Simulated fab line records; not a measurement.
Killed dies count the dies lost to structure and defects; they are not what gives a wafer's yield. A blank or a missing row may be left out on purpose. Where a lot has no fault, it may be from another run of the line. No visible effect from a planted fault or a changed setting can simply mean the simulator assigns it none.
Which tool was responsible? | flow n5_finfet | 30 wafers sampled from 10 lots at 1 step of a route of 1938

## WHAT EACH GAUGE READ, for each wafer
N5_BEOL_M8_INSPECT_58: inspects for defects (darkfield). Usual: raw_defect_count at 71, with a standard deviation of 21.
lot  | measured     | on                | raw_defect_count | flag
L581 | day 9 20:32  | defect_inspect-02 | 73 90 71         |
L580 | day 10 00:01 | defect_inspect-02 | 57 141 58        |
L582 | day 10 11:14 | defect_inspect-02 | 52 62 71         |
L583 | day 10 15:25 | defect_inspect-02 | 49 72 47         |
L589 | day 11 21:01 | defect_inspect-02 | 42 101 81        |
L594 | day 14 10:10 | defect_inspect-02 | 65 99 48         |
L595 | day 14 20:02 | defect_inspect-02 | 81 91 73         |
L597 | day 14 20:53 | defect_inspect-02 | 34 95 82         |
L600 | day 15 07:06 | defect_inspect-01 | 90 93 61         |
L601 | day 15 23:26 | defect_inspect-01 | 46 45 47         |

## WHAT TOOL EACH LOT RAN ON (gives the tool, then ch and the chambers of the sampled wafers, and finally the start)
There is no process step in the record ahead of these readings.

## AS READ BY THE TOOLS THEMSELVES (means over the sampled wafers that have a number; for cases with no such wafer, the mark the record gives instead)
The record holds no such reading with a usual standard deviation.

## THE ANSWER, worked out from the rows above alone
Rule: take the mean of a lot's wafers that have a number; if it is more than 3 standard deviations from the usual mean, the lot is off. Also off: a lot with no number at a reading for which 4 or more lots have one. Where the step has rows for the other lots, those lots are counted as sound. Order of review: gauges by route order, followed by the tools' own readings, for which a lot's mean as printed above is used. The first step at which some lot is off is used, and at that step the reading that is off furthest; a lot without a number counts as furthest.
None of the lots is off at any reading shown; this tells nothing.

## WHAT THE SIMULATOR HAD PUT IN
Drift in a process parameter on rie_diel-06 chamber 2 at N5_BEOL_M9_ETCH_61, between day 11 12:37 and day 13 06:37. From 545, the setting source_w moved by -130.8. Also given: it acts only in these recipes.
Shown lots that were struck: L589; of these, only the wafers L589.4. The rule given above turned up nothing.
